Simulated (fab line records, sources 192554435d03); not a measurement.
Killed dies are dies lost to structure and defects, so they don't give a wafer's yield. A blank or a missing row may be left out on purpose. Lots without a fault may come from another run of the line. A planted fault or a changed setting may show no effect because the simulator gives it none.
Which tool did it? | flow n5_finfet | 9 lots, 27 wafers sampled, at 6 steps of a route of 1938

WHAT THE GAUGES READ, wafer by wafer
N5_BEOL_M0_RS_MEAS_126: measures by four-point-probe. Usual: M0_RS 0.525 ohm/sq, standard deviation 0.014.
lot  | measured     | on            | M0_RS (ohm/sq)    | flag
L522 | day 6 13:05  | film_metro-01 | 0.535 0.537 0.533 |
L523 | day 6 19:58  | film_metro-01 | 0.533 0.535 0.536 |
L526 | day 7 02:39  | film_metro-01 | 0.524 0.537 0.512 |
L528 | day 8 07:41  | film_metro-02 | 0.546 0.526 0.520 |
L532 | day 9 04:40  | film_metro-01 | 0.525 0.529 0.526 |
L533 | day 9 10:31  | film_metro-02 | 0.519 0.527 0.524 |
L536 | day 10 01:19 | film_metro-01 | 0.527 0.534 0.520 |
L539 | day 10 21:14 | film_metro-01 | 0.532 0.496 0.507 |
L542 | day 11 11:18 | film_metro-02 | 0.524 0.522 0.524 |

N5_BEOL_M1_OVL_MEAS_12. Usual: M1_OVL 0.0 nm, standard deviation 0.6.
lot  | measured     | on         | M1_OVL (nm)    | flag
L522 | day 6 15:46  | overlay-02 | -0.1 -0.1 -0.1 |
L523 | day 6 22:34  | overlay-01 | -0.5 -1.4 0.1  |
L526 | day 7 06:10  | overlay-01 | -1.1 -0.3 0.1  |
L528 | day 8 08:58  | overlay-01 | 1.0 0.7 0.7    |
L532 | day 9 05:20  | overlay-01 | -0.4 0.4 0.4   |
L533 | day 9 12:23  | overlay-01 | -0.3 -0.7 -0.5 |
L536 | day 10 02:47 | overlay-01 | 7.3 7.9 7.6    | OFF
L539 | day 10 22:08 | overlay-02 | 7.9 7.5 7.3    | OFF
L542 | day 11 13:16 | overlay-02 | -0.7 -1.1 -0.8 |

N5_BEOL_M4_RC_MEAS_101. Usual: DIBL_N 36.3 mV/V, standard deviation 1.2; DIBL_P 36.7 mV/V, standard deviation 1.5; IOFF_N 0.164 nA/um, standard deviation 0.02; IOFF_P 0.214 nA/um, standard deviation 0.024; ION_N 673 uA/um, standard deviation 8.5; ION_P 461 uA/um, standard deviation 5.9; SS_N 71.6 mV/dec, standard deviation 0.44; SS_P 73.3 mV/dec, standard deviation 0.55; VT_N 249.4 mV, standard deviation 2.4; VT_P -250.0 mV, standard deviation 2.3.
lot  | measured     | on        | DIBL_N (mV/V)  | DIBL_P (mV/V)  | IOFF_N (nA/um)    | IOFF_P (nA/um)    | ION_N (uA/um) | ION_P (uA/um) | SS_N (mV/dec)  | SS_P (mV/dec)  | VT_N (mV)         | VT_P (mV)            | flag
L522 | day 8 04:02  | prober-02 | 36.6 36.5 37.0 | 35.3 34.2 35.8 | 0.157 0.150 0.172 | 0.211 0.201 0.227 | 666 667 672   | 463 459 464   | 71.3 72.1 71.7 | 72.8 73.1 73.0 | 249.4 252.6 248.8 | -248.3 -251.7 -248.0 |
L523 | day 9 02:45  | prober-01 | 35.1 34.0 35.6 | 36.3 34.5 37.5 | 0.140 0.123 0.162 | 0.184 0.166 0.199 | 657 662 678   | 452 454 459   | 71.0 71.6 71.6 | 72.7 72.7 73.4 | 250.2 251.7 249.5 | -253.4 -255.6 -253.3 |
L526 | day 9 13:40  | prober-01 | 37.4 37.9 36.1 | 37.3 38.3 36.5 | 0.179 0.193 0.152 | 0.263 0.274 0.238 | 691 672 689   | 480 466 474   | 71.8 72.1 71.8 | 73.7 74.0 73.6 | 247.9 243.3 246.9 | -244.0 -242.7 -246.4 |
L528 | day 10 09:23 | prober-02 | 34.4 36.3 35.7 | 35.5 37.5 36.6 | 0.140 0.174 0.159 | 0.198 0.229 0.215 | 668 675 668   | 457 464 458   | 71.3 71.7 71.5 | 72.5 73.4 73.4 | 252.3 248.8 250.5 | -248.4 -248.3 -249.8 |
L532 | day 10 17:22 | prober-02 | 38.5 36.8 35.9 | 39.1 37.5 35.4 | 0.217 0.172 0.151 | 0.266 0.242 0.201 | 692 673 667   | 470 459 456   | 72.3 72.2 71.6 | 74.8 74.5 73.4 | 247.0 250.8 251.7 | -248.6 -247.8 -251.3 |
L533 | day 11 07:54 | prober-02 | 37.8 36.2 37.2 | 36.6 35.0 35.5 | 0.164 0.148 0.161 | 0.201 0.183 0.202 | 673 663 663   | 456 451 451   | 71.4 71.5 72.0 | 73.5 73.3 73.1 | 248.8 250.9 250.2 | -251.1 -253.0 -249.0 |
L536 | day 11 19:55 | prober-02 | 36.7 35.7 34.9 | 37.1 36.7 35.7 | 0.162 0.147 0.131 | 0.224 0.218 0.195 | 672 673 666   | 470 466 462   | 71.6 71.1 71.6 | 73.3 73.3 73.3 | 249.7 252.8 253.9 | -247.1 -246.9 -247.2 |
L539 | day 12 16:58 | prober-01 | 33.7 32.4 34.8 | 35.5 33.5 36.5 | 0.131 0.114 0.151 | 0.181 0.160 0.200 | 664 662 660   | 458 455 454   | 71.2 71.1 70.9 | 72.7 72.2 73.3 | 252.4 254.5 249.7 | -252.3 -253.9 -249.8 |
L542 | day 13 12:11 | prober-01 | 36.0 37.5 36.9 | 36.4 38.9 38.2 | 0.163 0.194 0.180 | 0.219 0.256 0.244 | 675 671 674   | 461 460 465   | 71.3 71.9 71.4 | 73.2 73.7 73.9 | 246.9 245.0 247.3 | -248.3 -248.7 -248.9 |

WHICH TOOL RAN EACH LOT (tool, then ch and the chambers of the sampled wafers, then the start)
lot  | N5_BEOL_M0_ANNEAL_119            | N5_BEOL_M1_PECVD_72            | N5_BEOL_M1_EXPOSE_08
L522 | rtp_anneal-01 ch 0, day 6 12:05  | pecvd-03 ch 0,1,2, day 6 13:15 | euv_scanner-01 ch 0, day 6 15:37
L523 | rtp_anneal-01 ch 0, day 6 19:05  | pecvd-02 ch 0,1,2, day 6 20:08 | euv_scanner-02 ch 0, day 6 22:25
L526 | rtp_anneal-01 ch 0, day 7 01:49  | pecvd-01 ch 1,2, day 7 02:49   | euv_scanner-02 ch 0, day 7 06:01
L528 | rtp_anneal-02 ch 0, day 8 06:53  | pecvd-02 ch 0,1,2, day 8 07:52 | euv_scanner-02 ch 0, day 8 08:49
L532 | rtp_anneal-02 ch 0, day 9 03:52  | pecvd-03 ch 0,1, day 9 04:51   | euv_scanner-01 ch 0, day 9 05:11
L533 | rtp_anneal-02 ch 0, day 9 09:40  | pecvd-02 ch 0,2, day 9 10:41   | euv_scanner-01 ch 0, day 9 12:13
L536 | rtp_anneal-01 ch 0, day 10 00:26 | pecvd-03 ch 1,2, day 10 01:29  | euv_scanner-02 ch 0, day 10 02:38
L539 | rtp_anneal-01 ch 0, day 10 20:23 | pecvd-01 ch 1,2, day 10 21:25  | euv_scanner-02 ch 0, day 10 21:58
L542 | rtp_anneal-01 ch 0, day 11 10:29 | pecvd-01 ch 1,2, day 11 11:28  | euv_scanner-01 ch 0, day 11 13:07
- N5_BEOL_M0_ANNEAL_119: time 90 s.
- N5_BEOL_M1_PECVD_72: deposits SiO2 from TEOS/O2, target thk 16 nm, time 18 s.
- N5_BEOL_M1_EXPOSE_08: exposes mask M1.

WHAT THE TOOLS THEMSELVES READ (means of the sampled wafers that have a number; where no wafer has one, the mark that the record gives instead)
N5_BEOL_M0_ANNEAL_119. Usual: wafer_temp_C_max 226.0, standard deviation 0.36.
lot  | tool          | wafer_temp_C_max | flag
L522 | rtp_anneal-01 | 225.9            |
L523 | rtp_anneal-01 | 226.2            |
L526 | rtp_anneal-01 | 226.2            |
L528 | rtp_anneal-02 | 225.8            |
L532 | rtp_anneal-02 | 225.9            |
L533 | rtp_anneal-02 | 225.5            |
L536 | rtp_anneal-01 | 226.0            |
L539 | rtp_anneal-01 | 226.0            |
L542 | rtp_anneal-01 | 226.2            |

N5_BEOL_M1_PECVD_72. Usual: chamber_pressure_Torr 5.499 Torr, standard deviation 0.013; heater_power_w 630 W, standard deviation 82; showerhead_plenum_p_Torr 8.78 Torr, standard deviation 0.057; susceptor_temp_C 399.99 C, standard deviation 0.23; throttle_valve_pct 22.1 %, standard deviation 0.82.
lot  | tool     | chamber_pressure_Torr (Torr) | heater_power_w (W) | showerhead_plenum_p_Torr (Torr) | susceptor_temp_C (C) | throttle_valve_pct (%) | flag
L522 | pecvd-03 | 5.488                        | 665                | 8.75                            | 400.05               | 21.5                   |
L523 | pecvd-02 | 5.502                        | 663                | 8.75                            | 400.01               | 22.2                   |
L526 | pecvd-01 | 5.499                        | 553                | 8.81                            | 399.99               | 22.3                   |
L528 | pecvd-02 | 5.499                        | 654                | 8.75                            | 399.98               | 22.2                   |
L532 | pecvd-03 | 5.494                        | 615                | 8.77                            | 399.96               | 21.9                   |
L533 | pecvd-02 | 5.505                        | 673                | 8.75                            | 400.08               | 21.6                   |
L536 | pecvd-03 | 5.506                        | 657                | 8.75                            | 399.98               | 21.5                   |
L539 | pecvd-01 | 5.494                        | 545                | 8.80                            | 400.18               | 22.2                   |
L542 | pecvd-01 | 5.500                        | 525                | 8.81                            | 399.99               | 22.4                   |

N5_BEOL_M1_EXPOSE_08. Usual: focus_offset_nm 0.0 nm, standard deviation 0.46.
lot  | tool           | focus_offset_nm (nm) | flag
L522 | euv_scanner-01 | 0.4                  |
L523 | euv_scanner-02 | 0.3                  |
L526 | euv_scanner-02 | -0.2                 |
L528 | euv_scanner-02 | -0.3                 |
L532 | euv_scanner-01 | 0.3                  |
L533 | euv_scanner-01 | 0.4                  |
L536 | euv_scanner-02 | -0.1                 |
L539 | euv_scanner-02 | -0.4                 |
L542 | euv_scanner-01 | 0.1                  |

THE ANSWER, worked out from the rows above alone
Rule: a lot is off if the mean of its wafers that have a number lies more than 3 standard deviations from the usual mean. A lot without any number at a reading at which 4 lots or more have one is off too. The other lots that the step has rows for count as sound. The gauges are gone through in route order, then the tools' own readings, and for those a lot's mean is taken as printed above. The first step at which some lot is off is used, and at that step the reading that is off furthest; a lot without a number counts as furthest.
Off: L536, L539, at N5_BEOL_M1_OVL_MEAS_12 (M1_OVL).
A tool fits if, at a process step before that reading, it ran every lot that is off, and no sound lot after the first of them. The gauges at N5_BEOL_M1_OVL_MEAS_12 are tried like those tools. One fits: euv_scanner-02 at N5_BEOL_M1_EXPOSE_08. Its last sound lot is L528 (day 8 08:49), its first lot that is off L536 (day 10 02:38): a fault that began between those two fits.

WHAT THE SIMULATOR HAD PUT IN
Scanner matching overlay: euv_scanner-02, from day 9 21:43 on, at N5_BEOL_M1_EXPOSE_08. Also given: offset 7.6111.
Lots struck among those shown: L536, L539. The rule above found the same.
